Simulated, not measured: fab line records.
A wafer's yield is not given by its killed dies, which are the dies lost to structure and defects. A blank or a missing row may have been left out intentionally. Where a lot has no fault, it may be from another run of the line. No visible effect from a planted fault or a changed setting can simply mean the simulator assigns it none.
fab line records	flow nand_harc	part 1 of 2: steps 1 to 23 of 37
[record] lots = 5	wafers = 15	last_day = 31
route steps=1302 shown A_CHANNEL_HOLE_D1@488 A_CHANNEL_FILL_D1@490 A_DECK1_JOINT@518
lots with no fault: from the same line, run without faults
start_h: hours from the record's first day to the start of the lot's first wafer shown	wait_h: hours from the lot's prior step to this one	" same as the row above	L1.1+2: a single row standing in for several wafers	- no value present, or no start provided	* or withheld: withheld	< > ~ a bound
route shown NAME@n: names a module that has steps shown in the file, with the first one's number in the route	usual: mean/standard deviation of fault-free wafers	same: alike in all rows	chamber/n: place in a boat	sites: the reading at each site	_std_site: their standard deviation	_edge_site: the outer-site mean with the inner-site mean subtracted	radius_mm: for every site, how far away it sits from the centre of the wafer	mask NAME#n: copy n	behind: the most recent tool/chamber to have shaped the wafer	hold: reason for holding the lot/hours on hold/outcome of the hold	device: whichever transistor did not switch (one of n, p or np)	end of line: tests run on the same wafers once the route is complete	a step without rows: its recipe alone	killed: the dies lost at the first sort to structure and to defects; this is not the yield of the wafer	map: per-die view of a wafer (x killed, . not killed, _ where there is no die)
set.NAME: the setting the step ran with; set.NAME@STEP: the setting that earlier step ran with	model.NAME: the simulator's own value behind a step, which no gauge read
lots at selected steps of the route; one table per step, one row per wafer
services: when a tool's chamber went out of use (start_h, in hours from the record's first day, below 0 if earlier), for how many hours, and the reason
[[steps]]
[step NHARC_A_CHANNEL_HOLE_D1_XSEM_31]
[recipe] landing_energy_ev = 35000
[usual] bot_cd_nm = 74.3/1.5	bow_nm = 8.61/0.25	tilt_deg = 0.07/0.039
lot.wafer	tool	chamber	start_h	wait_h	bot_cd_nm	bow_nm	tilt_deg
L076.2	xsem-02	0	208.31	0.1	72.1	8.39	0.07
L076.3	"	0	"	"	73.2	8.33	0.07
L076.5	"	0	"	"	72.4	8.40	0.07
L083.4	xsem-01	0	272.17	0.1	73.9	8.53	0.05
L083.5	"	0	"	"	76.4	8.47	0.05
L083.6	"	0	"	"	74.0	8.53	0.05
L088.1	xsem-01	0	333.47	0.1	74.9	8.54	0.10
L088.2	"	0	"	"	74.1	8.62	0.10
L088.5	"	0	"	"	75.2	8.60	0.11
L091.2	xsem-01	0	351.24	0.1	74.8	8.47	0.08
L091.3	"	0	"	"	73.5	8.46	0.09
L091.5	"	0	"	"	75.9	8.51	0.09
L092.1	xsem-02	0	365.11	0.1	74.6	8.38	0.02
L092.2	"	0	"	"	74.1	8.36	0.03
L092.6	"	0	"	"	77.3	8.31	0.02
[step NHARC_A_CHANNEL_HOLE_D1_INSPECT_40]
[usual] raw_defect_count = 65/24
lot.wafer	tool	chamber	start_h	wait_h	raw_defect_count
L076.2	defect_inspect-02	-	208.40	-	57
L076.3	"	-	"	"	56
L076.5	"	-	"	"	66
L083.4	defect_inspect-02	-	272.26	-	47
L083.5	"	-	"	"	36
L083.6	"	-	"	"	45
L088.1	defect_inspect-02	-	333.57	-	114
L088.2	"	-	"	"	111
L088.5	"	-	"	"	94
L091.2	defect_inspect-02	-	351.33	-	50
L091.3	"	-	"	"	49
L091.5	"	-	"	"	42
L092.1	defect_inspect-01	-	365.20	-	42
L092.2	"	-	"	"	45
L092.6	"	-	"	"	57
[step NHARC_A_CHANNEL_FILL_D1_PRECLEAN_00]
[recipe] time_s = *	temp_c = 50	bath_age_min = 0	chemistry = SC1
lot.wafer	tool	chamber	start_h	wait_h
L076.5+3+2	wet_bench-02	6,0,1	208.47	0.1
L083.6+5+4	wet_bench-06	4,5,7	272.31	0.0
L088.2+5+1	wet_bench-06	2,4,6	333.62	0.0
L091.5+3+2	wet_bench-06	5,7,0	351.38	0.0
L092.2+6+1	wet_bench-01	0,2,5	365.25	0.0
[step NHARC_A_CHANNEL_FILL_D1_SRD_01]
lot.wafer	tool	chamber	start_h	wait_h
L076.5+3+2	wet_bench-02	6,0,1	208.52	0.0
L083.6+5+4	wet_bench-06	4,5,7	-	-
L088.2+5+1	wet_bench-06	2,4,6	-	-
L091.5+3+2	wet_bench-06	5,7,0	-	-
L092.2+6+1	wet_bench-01	0,2,5	-	-
[step NHARC_A_CHANNEL_FILL_D1_ALD_02]
[recipe] target_thk_a = 60	pulse_time_s = 10	ald_cycles = 60	temp_c = 300	material = SiO2
[usual] heater_power_w = 450/40	precursor_pulse_height_rel = 0.999/0.021
lot.wafer	tool	chamber	start_h	wait_h	heater_power_w	precursor_pulse_height_rel
L076.2	ald_hk-02	1	208.63	0.1	443	1.005
L076.3	"	2	"	"	458	1.002
L076.5	"	1	"	"	452	1.006
L083.4	ald_hk-02	3	272.45	-	359	0.998
L083.5	"	3	"	"	356	0.970
L083.6	"	0	"	"	460	0.960
L088.2	ald_hk-04	0	333.76	-	448	0.991
L088.1	"	1	"	"	471	1.007
L088.5	"	1	"	"	489	0.994
L091.2	ald_hk-01	0	351.68	-	443	1.022
L091.3	"	2	"	"	487	0.982
L091.5	"	0	"	"	447	1.006
L092.1	ald_hk-04	1	365.40	-	485	0.993
L092.2	"	3	"	"	438	0.992
L092.6	"	2	"	"	418	1.024
[step NHARC_A_CHANNEL_FILL_D1_ALD_03]
[recipe] target_thk_a = 60	pulse_time_s = 60	ald_cycles = 58	temp_c = 630	pressure_torr = 2	material = SiNx
[usual] precursor_pulse_height_rel = 0.999/0.022
lot.wafer	tool	chamber	start_h	wait_h	precursor_pulse_height_rel
L076.2	ald_sin_batch-03	0	-	-	0.999
L076.3	"	0	"	"	1.030
L076.5	"	0	"	"	1.003
L083.4	ald_sin_batch-01	0	-	-	1.019
L083.5	"	0	"	"	1.006
L083.6	"	0	"	"	1.026
L088.1	ald_sin_batch-01	0	-	-	0.977
L088.2	"	0	"	"	1.035
L088.5	"	0	"	"	0.959
L091.2	ald_sin_batch-01	0	-	-	0.968
L091.3	"	0	"	"	1.004
L091.5	"	0	"	"	0.978
L092.1	ald_sin_batch-01	0	-	-	0.994
L092.2	"	0	"	"	1.025
L092.6	"	0	"	"	1.006
[step NHARC_A_CHANNEL_FILL_D1_ALD_14]
[recipe] target_thk_a = 25	pulse_time_s = 10	ald_cycles = 25	temp_c = 300	material = SiO2
[usual] heater_power_w = 446/34	precursor_pulse_height_rel = 1.002/0.022
lot.wafer	tool	chamber	start_h	wait_h	heater_power_w	precursor_pulse_height_rel
L076.2	ald_hk-01	0	215.66	0.0	450	0.991
L076.3	"	3	"	"	505	0.982
L076.5	"	0	"	"	444	0.992
L083.4	ald_hk-04	1	279.61	0.2	469	0.987
L083.5	"	2	"	"	423	0.993
L083.6	"	3	"	"	433	0.998
L088.1	ald_hk-01	3	340.02	0.0	471	0.989
L088.2	"	2	"	"	492	0.993
L088.5	"	0	"	"	440	0.994
L091.3	ald_hk-04	1	358.99	0.1	483	0.997
L091.2	"	3	"	"	426	1.012
L091.5	"	0	"	"	448	1.039
L092.2	ald_hk-04	0	372.49	0.1	449	1.040
L092.1	"	2	"	"	413	1.058
L092.6	"	0	"	"	441	1.010
[step NHARC_A_CHANNEL_FILL_D1_ALD_15]
[recipe] target_thk_a = 20	pulse_time_s = 60	ald_cycles = 19	temp_c = 630	pressure_torr = 2	material = SiNx
[usual] precursor_pulse_height_rel = 1.002/0.018
lot.wafer	tool	chamber	start_h	wait_h	precursor_pulse_height_rel
L076.2	ald_sin_batch-02	0	-	-	0.996
L076.3	"	0	"	"	0.991
L076.5	"	0	"	"	1.007
L083.4	ald_sin_batch-01	0	-	-	1.027
L083.5	"	0	"	"	0.984
L083.6	"	0	"	"	1.015
L088.1	ald_sin_batch-02	0	-	-	0.991
L088.2	"	0	"	"	1.002
L088.5	"	0	"	"	0.997
L091.2	ald_sin_batch-02	0	-	-	1.007
L091.3	"	0	"	"	1.000
L091.5	"	0	"	"	0.993
L092.1	ald_sin_batch-01	0	-	-	0.995
L092.2	"	0	"	"	0.998
L092.6	"	0	"	"	0.985
[step NHARC_A_CHANNEL_FILL_D1_ALD_16]
[recipe] target_thk_a = 15	pulse_time_s = 10	ald_cycles = 15	temp_c = 300	material = SiO2
[usual] heater_power_w = 447/36	precursor_pulse_height_rel = 1.000/0.019
lot.wafer	tool	chamber	start_h	wait_h	heater_power_w	precursor_pulse_height_rel
L076.3	ald_hk-04	3	220.85	0.0	432	0.989
L076.2	"	0	"	"	460	0.973
L076.5	"	3	"	"	439	0.998
L083.4	ald_hk-04	0	284.67	0.0	436	0.994
L083.5	"	0	"	"	448	1.012
L083.6	"	1	"	"	486	1.013
L088.1	ald_hk-01	3	345.24	0.1	493	1.039
L088.2	"	0	"	"	442	0.979
L088.5	"	3	"	"	491	0.977
L091.3	ald_hk-04	1	364.08	0.0	482	0.999
L091.2	"	2	"	"	425	1.033
L091.5	"	2	"	"	420	1.013
L092.2	ald_hk-04	2	379.14	1.5	423	0.978
L092.1	"	0	"	"	459	1.012
L092.6	"	1	"	"	483	1.003
[step NHARC_A_CHANNEL_FILL_D1_ANNEAL_17]
[recipe] temp_c = 850	time_s = 1800
[usual] zone_power_bottom_pct = 28/3.5
lot.wafer	tool	chamber	start_h	wait_h	zone_power_bottom_pct
L076.2	furnace-08	0	225.88	-	23
L076.3	"	0	"	"	24
L076.5	"	0	"	"	24
L083.4	furnace-03	0	288.80	-	33
L083.5	"	0	"	"	33
L083.6	"	0	"	"	33
L088.1	furnace-01	0	353.91	8.6	27
L088.2	"	0	"	"	27
L088.5	"	0	"	"	26
L091.2	furnace-01	0	367.45	-	27
L091.3	"	0	"	"	27
L091.5	"	0	"	"	27
L092.1	furnace-08	0	382.43	-	24
L092.2	"	0	"	"	24
L092.6	"	0	"	"	24
[step NHARC_A_CHANNEL_FILL_D1_CVD_18]
[recipe] target_thk_a = 30	temp_c = 550	material = poly-Si
[usual] zone_power_bottom_pct = 10.7/0.63
lot.wafer	tool	chamber	start_h	wait_h	zone_power_bottom_pct
L076.2	lpcvd_poly-04	0	232.42	-	11.3
L076.3	"	0	"	"	11.5
L076.5	"	0	"	"	11.1
L083.4	lpcvd_poly-01	0	295.27	-	10.1
L083.5	"	0	"	"	9.9
L083.6	"	0	"	"	9.9
L088.1	lpcvd_poly-01	0	360.33	-	9.8
L088.2	"	0	"	"	10.0
L088.5	"	0	"	"	10.1
L091.2	lpcvd_poly-01	0	373.94	-	10.1
L091.3	"	0	"	"	10.0
L091.5	"	0	"	"	9.9
L092.1	lpcvd_poly-01	0	388.88	-	9.8
L092.2	"	0	"	"	10.1
L092.6	"	0	"	"	10.2
[step NHARC_A_CHANNEL_FILL_D1_ETCHBACK_19]
[recipe] target_depth_a = 50	time_s = 1.7	hbr_flow_sccm = 150	cl2_flow_sccm = 50	rf_w = 400	icp_w = 400	bias_w = 100	chemistry = HBr/Cl2
[usual] drypump_motor_current_A = 5.8/0.4	oes_product_au = 0.994/0.0092	rf_fwd_power_W = 390.2/1.4	throttle_valve_pct = 26.405/0.0088
lot.wafer	tool	chamber	start_h	wait_h	drypump_motor_current_A	oes_product_au	rf_fwd_power_W	rf_hours_counter_h	throttle_valve_pct
L076.2	rie_si-01	3	234.52	0.4	6.1	0.996	388.5	0.1	26.412
L076.3	"	1	"	"	5.3	0.998	391.8	0.2	26.403
L076.5	"	3	"	"	6.1	0.996	387.5	-	26.398
L083.4	rie_si-02	1	297.38	0.4	5.4	0.978	392.5	0.0	26.396
L083.6	"	2	"	"	6.2	1.006	389.0	-	26.409
L083.5	"	3	"	"	6.5	1.014	390.4	-	26.410
L088.1	rie_si-02	0	362.40	0.4	6.1	0.993	388.5	0.5	26.412
L088.2	"	1	"	"	5.4	0.989	392.0	0.5	26.415
L088.5	"	2	"	"	6.2	0.991	391.3	-	26.398
L091.3	rie_si-02	3	376.05	0.4	6.5	1.003	390.7	0.6	26.403
L091.2	"	2	"	"	6.2	0.997	388.6	0.7	26.405
L091.5	"	3	"	"	6.5	1.006	390.0	-	26.393
L092.2	rie_si-01	3	390.97	0.4	6.1	0.984	390.7	0.1	26.391
L092.1	"	1	"	"	5.3	1.009	390.8	0.0	26.394
L092.6	"	0	"	"	6.4	1.002	391.7	-	26.411
[step NHARC_A_CHANNEL_FILL_D1_ETCHBACK_20]
[recipe] target_depth_a = 270	time_s = 13.5	c4f8_flow_sccm = withheld	o2_flow_sccm = 8	ar_flow_sccm = withheld	rf_w = 600	bias_w = 1500	chemistry = C4F8/O2/Ar
[usual] oes_product_au = 0.97/0.032	rf_fwd_power_W = 588/3.3	rf_vpp_V = 979/6
lot.wafer	tool	chamber	start_h	wait_h	oes_product_au	rf_fwd_power_W	rf_hours_counter_h	rf_vpp_V
L076.3	rie_diel-09	1	234.65	-	1.00	586	6.3	981
L076.2	"	3	"	"	1.01	593	6.3	974
L076.5	"	2	"	"	0.99	594	-	978
L083.4	rie_diel-11	1	297.47	-	0.98	583	1.9	977
L083.6	"	0	"	"	0.98	590	-	978
L083.5	"	1	"	"	0.99	585	-	975
L088.2	rie_diel-09	0	362.58	-	1.01	591	2.2	969
L088.1	"	1	"	"	0.99	584	2.1	980
L088.5	"	2	"	"	0.97	596	-	981
L091.3	rie_diel-11	3	376.18	-	0.93	589	5.5	988
L091.2	"	0	"	"	0.92	590	4.8	978
L091.5	"	0	"	"	0.93	590	-	978
L092.2	rie_diel-09	1	391.10	-	1.01	587	3.4	980
L092.1	"	3	"	"	0.99	589	2.9	974
L092.6	"	2	"	"	0.98	592	-	980
[step NHARC_A_CHANNEL_FILL_D1_STRIP_28]
[recipe] time_s = 20	o2_flow_sccm = 500	ar_flow_sccm = 0	bias_w = 0	chemistry = O2
[usual] drypump_motor_current_A = 5.7/0.47	oes_product_au = 1.001/0.011	rf_vpp_V = 57.8/0.88	showerhead_plenum_p_Torr = 3.54/0.15	throttle_valve_pct = 17.037/0.0096
lot.wafer	tool	chamber	start_h	wait_h	drypump_motor_current_A	oes_product_au	rf_hours_counter_h	rf_vpp_V	showerhead_plenum_p_Torr	throttle_valve_pct
L076.3	rie_diel-09	0	234.75	0.1	5.3	1.004	6.0	57.2	3.32	17.029
L076.2	"	1	"	"	5.4	1.016	6.3	58.2	3.59	17.024
L076.5	"	3	"	"	5.0	1.000	-	56.8	3.43	17.042
L083.4	rie_diel-11	0	297.56	0.1	5.3	1.009	1.6	58.8	3.52	17.016
L083.6	"	2	"	"	6.4	1.024	-	58.0	3.74	17.039
L083.5	"	3	"	"	5.5	1.000	-	57.9	3.79	17.033
L088.1	rie_diel-09	3	362.68	0.1	5.0	0.985	1.3	57.2	3.43	17.032
L088.2	"	0	"	"	5.3	0.994	2.2	57.0	3.31	17.041
L088.5	"	3	"	"	5.0	1.003	-	56.7	3.42	17.033
L091.2	rie_diel-11	2	376.28	0.1	6.4	1.004	5.5	56.9	3.74	17.043
L091.3	"	0	"	"	5.3	1.001	4.9	59.1	3.52	17.027
L091.5	"	2	"	"	6.4	1.021	-	58.9	3.74	17.039
L092.1	rie_diel-09	0	391.19	0.1	5.3	1.000	3.7	59.1	3.31	17.053
L092.2	"	2	"	"	5.9	0.990	3.4	58.8	3.55	17.051
L092.6	"	0	"	"	5.4	1.001	-	56.3	3.31	17.045
[step NHARC_A_CHANNEL_FILL_D1_PRECLEAN_21]
[recipe] time_s = 30	chemistry = dHF
lot.wafer	tool	chamber	start_h	wait_h
L076.3+5+2	wet_bench-01	7,0,3	234.84	-
L083.4+6+5	wet_bench-02	7,0,1	297.66	-
L088.2+1+5	wet_bench-02	0,2,3	362.77	-
L091.3+2+5	wet_bench-02	2,4,6	376.37	-
L092.2+1+6	wet_bench-02	0,1,2	391.29	-
[step NHARC_A_CHANNEL_FILL_D1_SRD_23]
lot.wafer	tool	chamber	start_h	wait_h
L076.3+5+2	wet_bench-01	7,0,3	234.87	0.0
L083.4+6+5	wet_bench-02	7,0,1	297.68	0.0
L088.2+1+5	wet_bench-02	0,2,3	362.80	0.0
L091.3+2+5	wet_bench-02	2,4,6	376.40	0.0
L092.2+1+6	wet_bench-02	0,1,2	391.32	0.0
[step NHARC_A_CHANNEL_FILL_D1_CVD_05]
[recipe] target_thk_a = 50	temp_c = 550	material = poly-Si
[usual] zone_power_bottom_pct = 11.0/0.52
lot.wafer	tool	chamber	start_h	wait_h	zone_power_bottom_pct
L076.2	lpcvd_poly-04	0	237.32	2.4	11.2
L076.3	"	0	"	"	11.1
L076.5	"	0	"	"	11.2
L083.4	lpcvd_poly-04	0	300.13	2.4	11.2
L083.5	"	0	"	"	11.4
L083.6	"	0	"	"	11.2
L088.1	lpcvd_poly-03	0	365.63	2.8	11.3
L088.2	"	0	"	"	11.4
L088.5	"	0	"	"	11.3
L091.2	lpcvd_poly-03	0	378.67	2.3	11.4
L091.3	"	0	"	"	11.2
L091.5	"	0	"	"	11.2
L092.1	lpcvd_poly-04	0	393.76	2.4	11.2
L092.2	"	0	"	"	11.4
L092.6	"	0	"	"	11.3
[step NHARC_A_CHANNEL_FILL_D1_ANNEAL_22]
[recipe] temp_c = 620	time_s = 7200
[usual] zone_power_bottom_pct = 14.8/1.9
lot.wafer	tool	chamber	start_h	wait_h	zone_power_bottom_pct
L076.2	furnace-08	0	244.49	5.3	13.1
L076.3	"	0	"	"	13.1
L076.5	"	0	"	"	12.7
L083.4	furnace-08	0	305.92	4.0	13.0
L083.5	"	0	"	"	12.9
L083.6	"	0	"	"	13.0
L088.1	furnace-01	0	371.33	3.9	14.3
L088.2	"	0	"	"	14.2
L088.5	"	0	"	"	14.4
L091.2	furnace-03	0	383.89	3.3	17.7
L091.3	"	0	"	"	17.6
L091.5	"	0	"	"	17.5
L092.1	furnace-08	0	399.03	3.4	13.1
L092.2	"	0	"	"	13.0
L092.6	"	0	"	"	12.9
[step NHARC_A_CHANNEL_FILL_D1_ALD_25]
[recipe] target_thk_a = 600	pulse_time_s = 10	ald_cycles = 600	temp_c = 300	material = SiOx
[usual] heater_power_w = 446/35	precursor_pulse_height_rel = 0.998/0.018
lot.wafer	tool	chamber	start_h	wait_h	heater_power_w	precursor_pulse_height_rel
L076.3	ald_hk-02	2	249.79	1.3	450	0.984
L076.2	"	3	"	"	351	1.052
L076.5	"	1	251.66	3.2	454	0.985
L083.4	ald_hk-04	2	309.96	0.1	429	1.020
L083.5	"	2	312.45	2.5	406	0.984
L083.6	"	3	"	"	450	0.967
L088.1	ald_hk-04	3	376.06	0.7	427	1.015
L088.2	"	0	"	"	438	1.023
L088.5	"	2	377.89	2.5	416	1.008
L091.3	ald_hk-04	3	387.95	0.1	432	1.002
L091.2	"	1	389.16	1.3	485	0.992
L091.5	"	0	390.98	3.1	445	0.990
L092.1	ald_hk-02	3	403.06	0.1	381	1.006
L092.2	"	0	"	"	458	0.993
L092.6	"	3	405.57	2.6	382	1.016
[step NHARC_A_CHANNEL_FILL_D1_ETCHBACK_08]
[recipe] target_depth_a = 2200	time_s = 110	c4f8_flow_sccm = 20	ar_flow_sccm = withheld	rf_w = 600	bias_w = 300	chemistry = C4F8
[usual] oes_product_au = 0.96/0.039	rf_fwd_power_W = 596.5/2.1	rf_vpp_V = 441.4/2.9
lot.wafer	tool	chamber	start_h	wait_h	oes_product_au	rf_fwd_power_W	rf_hours_counter_h	rf_vpp_V
L076.3	rie_diel-13	0	-	-	1.01	592.4	3.5	444.5
L076.2	"	3	"	"	1.00	596.4	3.5	442.5
L076.5	"	0	"	"	1.01	595.2	-	445.2
L083.4	rie_diel-13	3	-	-	1.00	599.2	6.4	442.7
L083.6	"	0	"	"	0.93	590.7	-	442.9
L083.5	"	1	"	"	0.92	597.5	-	443.3
L088.2	rie_diel-13	2	-	-	0.97	598.7	1.9	436.6
L088.1	"	3	"	"	0.97	593.3	1.8	441.8
L088.5	"	2	"	"	0.97	597.2	-	437.2
L091.3	rie_diel-13	1	-	-	1.01	593.0	2.5	444.2
L091.2	"	3	"	"	1.01	596.3	2.6	442.4
L091.5	"	0	"	"	1.01	592.8	-	444.3
L092.2	rie_diel-13	2	-	-	0.98	597.1	3.5	436.0
L092.1	"	0	"	"	1.00	593.1	2.8	443.7
L092.6	"	1	"	"	1.01	599.5	-	444.3
[step NHARC_A_CHANNEL_FILL_D1_STRIP_29]
[recipe] time_s = 20	o2_flow_sccm = 500	ar_flow_sccm = 0	bias_w = 0	chemistry = O2
[usual] drypump_motor_current_A = 5.8/0.44	oes_product_au = 1.000/0.01	rf_vpp_V = 57.8/0.9	showerhead_plenum_p_Torr = 3.57/0.15	throttle_valve_pct = 17.036/0.0094
lot.wafer	tool	chamber	start_h	wait_h	drypump_motor_current_A	oes_product_au	rf_hours_counter_h	rf_vpp_V	showerhead_plenum_p_Torr	throttle_valve_pct
L076.3	rie_diel-13	2	-	-	6.1	0.974	3.7	56.7	3.31	17.033
L076.2	"	0	"	"	6.5	1.004	3.6	58.2	3.70	17.037
L076.5	"	2	"	"	6.1	0.981	-	56.6	3.31	17.043
L083.4	rie_diel-13	0	-	-	6.5	1.012	6.4	59.4	3.70	17.038
L083.6	"	0	"	"	6.5	1.001	-	58.5	3.70	17.029
L083.5	"	1	"	"	5.9	0.997	-	58.9	3.64	17.038
L088.2	rie_diel-13	3	-	-	5.6	1.000	1.9	58.7	3.63	17.027
L088.1	"	1	"	"	5.8	1.001	1.6	57.3	3.64	17.035
L088.5	"	3	"	"	5.6	0.996	-	56.9	3.63	17.046
L091.3	rie_diel-13	3	-	-	5.6	1.002	2.6	57.4	3.63	17.037
L091.2	"	0	"	"	6.5	1.011	2.3	58.3	3.70	17.022
L091.5	"	3	"	"	5.6	1.007	-	57.6	3.63	17.038
L092.1	rie_diel-13	1	-	-	5.8	1.008	3.3	59.4	3.64	17.028
L092.2	"	3	"	"	5.6	1.003	3.0	60.1	3.63	17.043
L092.6	"	1	"	"	5.8	1.008	-	59.0	3.64	17.044
[step NHARC_A_CHANNEL_FILL_D1_PRECLEAN_30]
[recipe] time_s = 30	chemistry = dHF
lot.wafer	tool	chamber	start_h	wait_h
L076.3+2+5	wet_bench-02	2,4,6	254.38	-
L083.5+4+6	wet_bench-01	3,4,6	315.81	-
L088.5+1+2	wet_bench-01	7,1,2	381.21	-
L091.3+2+5	wet_bench-06	2,5,6	393.69	-
L092.1+6+2	wet_bench-01	5,7,0	408.93	-
[step NHARC_A_CHANNEL_FILL_D1_SRD_31]
lot.wafer	tool	chamber	start_h	wait_h
L076.3+2+5	wet_bench-02	2,4,6	254.40	0.0
L083.5+4+6	wet_bench-01	3,4,6	315.83	0.0
L088.5+1+2	wet_bench-01	7,1,2	381.24	0.0
L091.3+2+5	wet_bench-06	2,5,6	393.71	0.0
L092.1+6+2	wet_bench-01	5,7,0	408.95	0.0
